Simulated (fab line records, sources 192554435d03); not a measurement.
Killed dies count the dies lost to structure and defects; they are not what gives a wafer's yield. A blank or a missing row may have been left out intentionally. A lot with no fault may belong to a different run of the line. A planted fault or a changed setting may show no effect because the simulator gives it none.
fab line records | flow n5-finfet
record: lots: 7 | wafers: 21
route steps=1938 shown PASSIVATION@1921
start-h: hours from the record's first day to the start of the lot's first wafer shown | wait-h: hours from the lot's prior step to this one | " the same as in the row above | L1.1+2: one row covering several wafers at once | - no value present, or no start provided | * or withheld: withheld | < > ~ a bound
route shown NAME@n: a module of which the file shows steps, and the number in the route of the first | usual: average and standard deviation across the fault-free wafers | same: alike in all rows | chamber/n: place in a boat | sites: the reading at each site | _std_site: standard deviation across them | _edge_site: the outer-site mean with the inner-site mean subtracted | radius-mm: how far each site lies from the wafer's centre | mask NAME#n: copy n | behind: the most recent tool/chamber to have shaped the wafer | hold: what put the lot on hold/how long, in hours/how the hold closed | device: whichever transistor did not switch (one of n, p or np) | end of line: tests run on the same wafers once the route is complete | a step with no rows: only its recipe | killed: dies that structure and defects cost at the first sort, which is not the same as the wafer's yield | map: dies across one wafer; x = killed, . = not, _ = none there
set.NAME: the setting that was run; set.NAME@STEP: the one run at that earlier step | model.NAME: the simulator's own value behind a step, which no gauge read
lots where settings were altered on purpose, with a table for each step and a row for each wafer
== steps ==
step: N5_PASSIVATION_EXPOSE_41
recipe: mask-id: PASS_OPEN | na: 0.55 | defocus-nm: 0 | source-shape: conventional | sigma-outer: 0.8 | polarization: unpolarized | target-cd-nm: 40000 | dose-mj: 57.25
lot.wafer  | tool           | chamber | start-h | wait-h | mask        | set.dose-mj
L077.4+5+6 | krf-scanner-02 | 0       | 283.42  | -      | PASS_OPEN#0 | 57.25
L076.1+4+6 | krf-scanner-01 | 0       | 287.74  | -      | PASS_OPEN#0 | 57.25
L078.1+3   | krf-scanner-01 | 0       | 294.76  | -      | PASS_OPEN#0 | 54.98
L078.5     | "              | 0       | "       | "      | PASS_OPEN#0 | 57.25
L083.2+4   | krf-scanner-02 | 0       | 317.29  | -      | PASS_OPEN#0 | 57.25
L083.6     | "              | 0       | "       | "      | PASS_OPEN#0 | 53.12
L089.2+4+6 | krf-scanner-01 | 0       | 345.83  | -      | PASS_OPEN#0 | 57.25
L090.1+3+5 | krf-scanner-02 | 0       | 371.41  | -      | PASS_OPEN#0 | 57.25
L096.2+6   | krf-scanner-01 | 0       | 425.01  | -      | PASS_OPEN#0 | 57.25
L096.5     | "              | 0       | "       | "      | PASS_OPEN#0 | 55.44
step: N5_PASSIVATION_PEB_42
recipe: peb-temp-c: withheld | peb-time-s: *
step: N5_PASSIVATION_DEVELOP_43
recipe: develop-time-s: 60 | rinse-liquid: diw | dry: air-spin | dev-temp-c: 21
step: N5_PASSIVATION_HARDBAKE_45
recipe: temp-c: 130 | time-s: 120
step: N5_PASSIVATION_CD_MEAS_44
recipe: target-cd-nm: 40000 | landing-energy-ev: 500 | detector: se-inlens
usual: cd-nm: 40001/3.3
lot.wafer | tool      | chamber | start-h | wait-h | set.dose-mj@PASSIVATION_EXPOSE_41 | cd-nm
L077.4    | cd-sem-01 | 0       | 283.58  | -      | 57.25                             | 39998
L077.5    | "         | 0       | "       | "      | 57.25                             | 40000
L077.6    | "         | 0       | "       | "      | 57.25                             | 39998
L076.1    | cd-sem-01 | 0       | 287.92  | -      | 57.25                             | 40004
L076.4    | "         | 0       | "       | "      | 57.25                             | 40001
L076.6    | "         | 0       | "       | "      | 57.25                             | 40000
L078.1    | cd-sem-03 | 0       | 294.93  | -      | 54.98                             | 39988
L078.3    | "         | 0       | "       | "      | 54.98                             | 39991
L078.5    | "         | 0       | "       | "      | 57.25                             | 40002
L083.2    | cd-sem-03 | 0       | 317.47  | -      | 57.25                             | 39994
L083.4    | "         | 0       | "       | "      | 57.25                             | 40002
L083.6    | "         | 0       | "       | "      | 53.12                             | 39971
L089.2    | cd-sem-01 | 0       | 346.00  | -      | 57.25                             | 40000
L089.4    | "         | 0       | "       | "      | 57.25                             | 40002
L089.6    | "         | 0       | "       | "      | 57.25                             | 39999
L090.1    | cd-sem-02 | 0       | 371.59  | -      | 57.25                             | 39999
L090.3    | "         | 0       | "       | "      | 57.25                             | 39999
L090.5    | "         | 0       | "       | "      | 57.25                             | 39997
L096.2    | cd-sem-03 | 0       | 425.18  | -      | 57.25                             | 40005
L096.5    | "         | 0       | "       | "      | 55.44                             | 39994
L096.6    | "         | 0       | "       | "      | 57.25                             | 40004
step: N5_PASSIVATION_ETCH_54
recipe: chemistry: CHF3/O2 | target: SiO2 | target-depth-a: 8800 | CHF3_flow_sccm: 50 | O2_flow_sccm: 5 | Ar_flow_sccm: 200 | time-s: 440 | mask-material: PR | pressure-mtorr: 30 | source-w: 650 | bias-w: 170 | ion-energy-ev: 200
lot.wafer | tool        | chamber | start-h | wait-h | set.time-s | model.PASSIVATION.feature-depth-nm | model.etch.depth-nm
L077.4    | rie-diel-03 | 0       | 284.07  | 0.1    | 440        | 863.2                              | 863.1
L077.5    | "           | 3       | "       | "      | 440        | 876.6                              | 876.7
L077.6    | "           | 1       | "       | "      | 499.9      | 995                                | 995
L076.1    | rie-diel-04 | 1       | 288.27  | 0.1    | 440        | 877.6                              | 877.5
L076.4    | "           | 3       | "       | "      | 440        | 893.6                              | 893.7
L076.6    | "           | 2       | "       | "      | 440        | 888                                | 887.9
L078.1    | rie-diel-04 | 2       | 295.32  | 0.1    | 440        | 880                                | 879.9
L078.3    | "           | 0       | "       | "      | 440        | 889.2                              | 889.3
L078.5    | "           | 0       | "       | "      | 440        | 886.4                              | 886.4
L083.2    | rie-diel-03 | 2       | 317.82  | 0.1    | 440        | 878.4                              | 878.3
L083.4    | "           | 0       | "       | "      | 404.7      | 804.8                              | 804.9
L083.6    | "           | 1       | "       | "      | 440        | 873.2                              | 873.2
L089.2    | rie-diel-03 | 0       | 346.35  | 0.1    | 440        | 879.8                              | 879.8
L089.4    | "           | 1       | "       | "      | 440        | 876                                | 876
L089.6    | "           | 2       | "       | "      | 440        | 886.4                              | 886.4
L090.1    | rie-diel-04 | 0       | 371.94  | 0.1    | 440        | 888                                | 888
L090.3    | "           | 2       | "       | "      | 378        | 749.6                              | 749.6
L090.5    | "           | 0       | "       | "      | 378        | 756.4                              | 756.3
L096.2    | rie-diel-05 | 3       | 425.53  | 0.1    | 365.1      | 733.4                              | 733.5
L096.5    | "           | 0       | "       | "      | 440        | 863.2                              | 863.1
L096.6    | "           | 1       | "       | "      | 365.1      | 728.4                              | 728.4
step: N5_PASSIVATION_STRIP_48
recipe: chemistry: O2 | power-w: 600 | temp-c: 60 | pressure-mtorr: 30 | rf-frequency-hz: 6e+07 | bias-power-w: 0 | overash-fraction: 0.5 | o2-flow-sccm: 225
step: N5_PASSIVATION_STRIP_52
recipe: chemistry: post-etch-residue-remover | time-s: 1200 | temp-c: 72.5
step: N5_PASSIVATION_SRD_72
recipe: dry: ipa-marangoni | time-s: 30 | temp-c: 23 | rinse-liquid: diw
step: N5_PASSIVATION_ANNEAL_56
recipe: temp-c: 400 | time-s: 1800 | ambient: FGA | idle-temp-c: 300 | ramp-up-c-per-min: 5 | ramp-down-c-per-min: 3
step: N5_PASSIVATION_PROBE_49
usual: defect-limited-yield: 91.2/1.4 | killed_at_M0_to_M3: 35/11 | killed_at_M4_up: 12/4.2 | killed-at-contacts: 13/5.6 | killed-at-front-end: 40/12 | killed-at-other: 3.3/2.6 | killed-dies: 103/17 | killed-open: 68/12 | killed-short: 34/7.6 | sort_bin_5_function: 5.1/0.95 | sort_bin_6_memory: 3.3/0.68 | sort_bin_8_speed: 0.00/0.007 | sort-n-pass: 1077/17 | sort-yield-pct: 91.2/1.4
same: gross-dies: 1180 | killed-at-back-side: 0 | sort_bin_4_leakage[%]: 0
lot.wafer | tool      | chamber | start-h | wait-h | set.time-s@PASSIVATION_ETCH_54 | defect-limited-yield[%] | killed_at_M0_to_M3 | killed_at_M4_up | killed-at-contacts | killed-at-front-end | killed-at-other | killed-dies | killed-open | killed-short | sort_bin_5_function[%] | sort_bin_6_memory[%] | sort_bin_8_speed[%] | sort-n-pass | sort-yield-pct[%]
L077.4    | prober-01 | -       | 286.87  | 0.2    | 440                            | 91.0                    | 35                 | 12              | 9                  | 49                  | 1               | 106         | 66          | 39           | 5.3                    | 3.2                  | 0                   | 1074        | 91.0
L077.5    | prober-01 | -       | 286.92  | 0.2    | 440                            | 90.3                    | 41                 | 13              | 6                  | 54                  | 1               | 115         | 85          | 28           | 5.8                    | 3.8                  | 0                   | 1065        | 90.3
L077.6    | prober-01 | -       | 286.97  | 0.3    | 499.9                          | 92.2                    | 36                 | 12              | 11                 | 33                  | 0               | 92          | 60          | 31           | 4.2                    | 3.4                  | 0                   | 1088        | 92.2
L076.1    | prober-02 | -       | 291.09  | 0.0    | 440                            | 92.6                    | 18                 | 19              | 9                  | 35                  | 6               | 87          | 52          | 34           | 3.8                    | 3.2                  | 0                   | 1093        | 92.6
L076.4    | prober-02 | -       | 291.24  | 0.2    | 440                            | 91.4                    | 30                 | 12              | 15                 | 38                  | 6               | 101         | 73          | 28           | 5.6                    | 2.8                  | 0                   | 1079        | 91.4
L076.6    | prober-02 | -       | 291.34  | 0.3    | 440                            | 91.4                    | 29                 | 10              | 10                 | 46                  | 6               | 101         | 55          | 46           | 4.8                    | 3.1                  | 0                   | 1079        | 91.4
L078.1    | prober-01 | -       | 298.10  | 0.0    | 440                            | 90.9                    | 43                 | 16              | 17                 | 31                  | 0               | 107         | 67          | 40           | 4.2                    | 4.6                  | 0                   | 1073        | 90.9
L078.3    | prober-01 | -       | 298.20  | 0.1    | 440                            | 91.8                    | 33                 | 13              | 22                 | 25                  | 4               | 97          | 60          | 31           | 4.7                    | 3.2                  | 0                   | 1083        | 91.8
L078.5    | prober-01 | -       | 298.30  | 0.2    | 440                            | 92.0                    | 39                 | 15              | 12                 | 26                  | 2               | 94          | 59          | 34           | 4.8                    | 2.8                  | 0                   | 1086        | 92.0
L083.2    | prober-02 | -       | 321.38  | 0.1    | 440                            | 90.1                    | 39                 | 16              | 13                 | 41                  | 8               | 117         | 73          | 42           | 5.8                    | 3.8                  | 0.08                | 1062        | 90.0
L083.4    | prober-02 | -       | 321.48  | 0.2    | 404.7                          | 92.2                    | 43                 | 10              | 5                  | 27                  | 7               | 92          | 62          | 30           | 5.0                    | 2.6                  | 0                   | 1088        | 92.2
L083.6    | prober-02 | -       | 321.58  | 0.3    | 440                            | 94.7                    | 20                 | 6               | 4                  | 31                  | 2               | 63          | 36          | 27           | 3.4                    | 1.4                  | 0                   | 1117        | 94.7
L089.2    | prober-01 | -       | 349.18  | 0.1    | 440                            | 91.3                    | 28                 | 12              | 17                 | 41                  | 5               | 103         | 66          | 35           | 4.7                    | 3.4                  | 0                   | 1077        | 91.3
L089.4    | prober-01 | -       | 349.28  | 0.2    | 440                            | 90.4                    | 28                 | 8               | 20                 | 53                  | 4               | 113         | 76          | 37           | 6.1                    | 3.2                  | 0                   | 1067        | 90.4
L089.6    | prober-01 | -       | 349.38  | 0.3    | 440                            | 90.4                    | 59                 | 12              | 3                  | 36                  | 3               | 113         | 60          | 52           | 4.6                    | 4.1                  | 0                   | 1067        | 90.4
L090.1    | prober-02 | -       | 374.74  | 0.0    | 440                            | 92.0                    | 31                 | 13              | 15                 | 33                  | 2               | 94          | 61          | 33           | 4.5                    | 3.0                  | 0                   | 1086        | 92.0
L090.3    | prober-02 | -       | 374.84  | 0.1    | 378                            | 60.7                    | 45                 | 14              | 20                 | 31                  | 354             | 464         | 74          | 37           | 34.8                   | 4.4                  | 0                   | 716         | 60.7
L090.5    | prober-02 | -       | 374.94  | 0.2    | 378                            | 62.2                    | 40                 | 17              | 16                 | 22                  | 351             | 446         | 61          | 35           | 34.1                   | 3.6                  | 0                   | 734         | 62.2
L096.2    | prober-01 | -       | 428.37  | 0.1    | 365.1                          | 28.4                    | 27                 | 17              | 11                 | 29                  | 761             | 845         | 50          | 32           | 69.2                   | 2.1                  | 0                   | 335         | 28.4
L096.5    | prober-01 | -       | 428.52  | 0.2    | 440                            | 88.2                    | 48                 | 16              | 19                 | 55                  | 1               | 139         | 89          | 45           | 6.1                    | 5.3                  | 0                   | 1041        | 88.2
L096.6    | prober-01 | -       | 428.57  | 0.3    | 365.1                          | 19.5                    | 35                 | 11              | 11                 | 25                  | 868             | 950         | 56          | 31           | 77.1                   | 3.0                  | 0                   | 230         | 19.5
killed by level:class
L077.4 FIN_SAQP:geometric-particle:open=12 BEOL_M0_SAQP:geometric-particle:short=12 BEOL_M0_SAQP:geometric-particle:open=11 FIN_SAQP:geometric-particle:short=10 STI_FIN_REVEAL:geometric-particle:open=7 MOL_CONTACT_COAG:geometric-particle:open=6 BEOL_M4:geometric-particle:open=6 STARTING-WAFER:geometric-particle:open=5
L077.5 FIN_SAQP:geometric-particle:open=21 BEOL_M0_SAQP:geometric-particle:open=11 FIN_SAQP:geometric-particle:short=10 BEOL_M0_SAQP:geometric-particle:short=9 BEOL_M2:geometric-particle:open=8 BEOL_M4:geometric-particle:open=7 STI_FIN_REVEAL:geometric-particle:open=6 BEOL_M1:geometric-particle:open=6
L077.6 MOL_CONTACT_COAG:geometric-particle:open=10 FIN_SAQP:geometric-particle:short=8 BEOL_M0_SAQP:geometric-particle:short=8 BEOL_M1:geometric-particle:open=8 STI_FIN_REVEAL:geometric-particle:open=7 GATE_CUT:geometric-particle:short=6 BEOL_M2:geometric-particle:open=6 BEOL_M4:geometric-particle:open=6
L076.1 FIN_SAQP:geometric-particle:short=16 BEOL_M4:geometric-particle:open=9 MOL_CONTACT_COAG:geometric-particle:open=8 FIN_SAQP:geometric-particle:open=7 GATE_CUT:geometric-particle:short=5 BEOL_M1:geometric-particle:open=5 BEOL_M8:geometric-particle:open=4 BEOL_M0_SAQP:geometric-particle:short=4
L076.4 BEOL_M2:geometric-particle:open=13 MOL_CONTACT_COAG:geometric-particle:open=11 FIN_SAQP:geometric-particle:open=8 BEOL_M4:geometric-particle:open=8 BEOL_M3:geometric-particle:open=7 FIN_SAQP:geometric-particle:short=6 BEOL_M1:geometric-particle:open=5 GATE_CUT:geometric-particle:short=4
L076.6 FIN_SAQP:geometric-particle:short=13 BEOL_M2:geometric-particle:open=10 GATE_CUT:geometric-particle:short=9 MOL_CONTACT_COAG:geometric-particle:open=7 GATE_CUT:geometric-particle:open=6 BEOL_M1:geometric-particle:short=6 BEOL_M0:geometric-particle:short=5 BEOL_M4:geometric-particle:open=5
L078.1 MOL_CONTACT_COAG:geometric-particle:open=11 BEOL_M0_SAQP:geometric-particle:short=10 BEOL_M2:geometric-particle:open=10 BEOL_M3:geometric-particle:open=10 BEOL_M1:geometric-particle:open=8 BEOL_M4:geometric-particle:open=7 FIN_SAQP:geometric-particle:short=6 MOL_CONTACT_COAG:geometric-particle:short=6
L078.3 MOL_CONTACT_COAG:geometric-particle:open=14 BEOL_M3:geometric-particle:open=12 MOL_CONTACT_COAG:geometric-particle:short=8 GATE_CUT:geometric-particle:short=6 BEOL_M2:geometric-particle:open=6 BEOL_M0_SAQP:geometric-particle:short=4 BEOL_M4:geometric-particle:open=4 BEOL_M0_SAQP:geometric-particle:open=3
L078.5 BEOL_M0_SAQP:geometric-particle:short=11 STI_FIN_REVEAL:geometric-particle:open=8 MOL_CONTACT_COAG:geometric-particle:open=7 BEOL_M2:geometric-particle:open=7 BEOL_M0_SAQP:geometric-particle:open=6 BEOL_M1:geometric-particle:open=6 FIN_SAQP:geometric-particle:open=5 MOL_CONTACT_COAG:geometric-particle:short=5
L083.2 BEOL_M1:geometric-particle:open=12 MOL_CONTACT_COAG:geometric-particle:open=12 FIN_SAQP:geometric-particle:open=9 FIN_SAQP:geometric-particle:short=9 BEOL_M0_SAQP:geometric-particle:open=9 GATE_CUT:geometric-particle:short=7 BEOL_M0_SAQP:geometric-particle:short=7 BEOL_M4:geometric-particle:open=7
L083.4 BEOL_M3:geometric-particle:open=12 BEOL_M2:geometric-particle:open=10 BEOL_M1:geometric-particle:open=8 FIN_SAQP:geometric-particle:short=7 MOL_CONTACT_COAG:geometric-particle:open=5 DUMMY_GATE:geometric-particle:open=4 BEOL_M0:geometric-particle:open=4 BEOL_M3:geometric-particle:short=4
L083.6 FIN_SAQP:geometric-particle:open=7 FIN_SAQP:geometric-particle:short=7 GATE_CUT:geometric-particle:short=5 BEOL_M2:geometric-particle:open=5 BEOL_M3:geometric-particle:open=5 MOL_CONTACT_COAG:geometric-particle:open=4 BEOL_M0_SAQP:geometric-particle:open=4 STARTING-WAFER:geometric-particle:short=3
L089.2 MOL_CONTACT_COAG:geometric-particle:open=15 STI_FIN_REVEAL:geometric-particle:open=14 BEOL_M0_SAQP:geometric-particle:short=9 FIN_SAQP:geometric-particle:open=7 FIN_SAQP:geometric-particle:short=5 BEOL_M0_SAQP:geometric-particle:open=5 BEOL_M4:geometric-particle:open=5 BEOL_M2:geometric-particle:open=4
L089.4 MOL_CONTACT_COAG:geometric-particle:open=15 STI_FIN_REVEAL:geometric-particle:open=11 FIN_SAQP:geometric-particle:open=8 BEOL_M3:geometric-particle:open=7 MOL_CONTACT_COAG:geometric-particle:short=5 BEOL_M2:geometric-particle:open=5 FIN_CUT:geometric-particle:short=4 FIN_CUT:geometric-particle:open=4
L089.6 BEOL_M0_SAQP:geometric-particle:short=19 BEOL_M1:geometric-particle:open=11 BEOL_M0_SAQP:geometric-particle:open=9 STI_FIN_REVEAL:geometric-particle:open=7 BEOL_M4:geometric-particle:open=7 FIN_SAQP:geometric-particle:short=6 BEOL_M1:geometric-particle:short=6 BEOL_M3:geometric-particle:open=6
L090.1 BEOL_M0_SAQP:geometric-particle:short=12 BEOL_M0_SAQP:geometric-particle:open=10 MOL_CONTACT_COAG:geometric-particle:open=9 FIN_SAQP:geometric-particle:open=8 DUMMY_GATE:geometric-particle:open=8 MOL_CONTACT_COAG:geometric-particle:short=6 STI_FIN_REVEAL:geometric-particle:open=5 BEOL_M4:geometric-particle:open=4
L090.3 PASSIVATION:area-etch=353 MOL_CONTACT_COAG:geometric-particle:open=17 BEOL_M0_SAQP:geometric-particle:open=16 BEOL_M0_SAQP:geometric-particle:short=13 BEOL_M1:geometric-particle:open=9 GATE_CUT:geometric-particle:short=7 BEOL_M6:geometric-particle:open=7 STI_FIN_REVEAL:geometric-particle:open=6
L090.5 PASSIVATION:area-etch=348 MOL_CONTACT_COAG:geometric-particle:open=13 BEOL_M3:geometric-particle:open=10 BEOL_M0_SAQP:geometric-particle:short=9 BEOL_M0_SAQP:geometric-particle:open=8 GATE_CUT:geometric-particle:short=5 BEOL_M0:geometric-particle:open=4 BEOL_M4:geometric-particle:open=4
L096.2 PASSIVATION:area-etch=761 BEOL_M2:geometric-particle:open=12 MOL_CONTACT_COAG:geometric-particle:open=10 FIN_SAQP:geometric-particle:short=9 FIN_SAQP:geometric-particle:open=8 BEOL_M4:geometric-particle:short=7 GATE_CUT:geometric-particle:short=4 BEOL_M0_SAQP:geometric-particle:open=4
L096.5 MOL_CONTACT_COAG:geometric-particle:open=16 STI_FIN_REVEAL:geometric-particle:open=13 FIN_SAQP:geometric-particle:open=10 BEOL_M2:geometric-particle:open=10 BEOL_M1:geometric-particle:open=9 BEOL_M0_SAQP:geometric-particle:open=8 FIN_SAQP:geometric-particle:short=7 GATE_CUT:geometric-particle:short=7
L096.6 PASSIVATION:area-etch=861 MOL_CONTACT_COAG:geometric-particle:open=8 BEOL_M2:geometric-particle:open=8 BEOL_M0_SAQP:geometric-particle:short=7 BEOL_M0_SAQP:geometric-particle:open=7 FIN_SAQP:geometric-particle:open=6 FIN_SAQP:geometric-particle:short=5 ILD0:geometric-particle:open=5
== key ==
split: step: N5_PASSIVATION_EXPOSE_41 | setting: dose-mj | stated: 57.25 | by: wafer
response: step: N5_PASSIVATION_CD_MEAS_44 | reading: cd-nm | change: +3.54 | per: 1% | r: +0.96
split: step: N5_PASSIVATION_ETCH_54 | setting: time-s | stated: 440 | by: wafer
response: step: N5_PASSIVATION_ETCH_54 | reading: model.PASSIVATION.feature-depth-nm | change: +8.71 | per: 1% | r: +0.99
response: step: N5_PASSIVATION_ETCH_54 | reading: model.etch.depth-nm | change: +8.71 | per: 1% | r: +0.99
response: step: N5_PASSIVATION_PROBE_49 | reading: defect-limited-yield | shape: bent | at-lowest: 23.9 | at-stated: 91.2 | at-highest: 92.2
response: step: N5_PASSIVATION_PROBE_49 | reading: killed-at-other | shape: bent | at-lowest: 814.5 | at-stated: 3.4 | at-highest: 0
response: step: N5_PASSIVATION_PROBE_49 | reading: killed-dies | shape: bent | at-lowest: 898 | at-stated: 103 | at-highest: 92
response: step: N5_PASSIVATION_PROBE_49 | reading: sort_bin_5_function | shape: bent | at-lowest: 73.1 | at-stated: 4.9 | at-highest: 4.2
response: step: N5_PASSIVATION_PROBE_49 | reading: sort-n-pass | shape: bent | at-lowest: 282 | at-stated: 1077 | at-highest: 1088
response: step: N5_PASSIVATION_PROBE_49 | reading: sort-yield-pct | shape: bent | at-lowest: 23.9 | at-stated: 91.2 | at-highest: 92.2
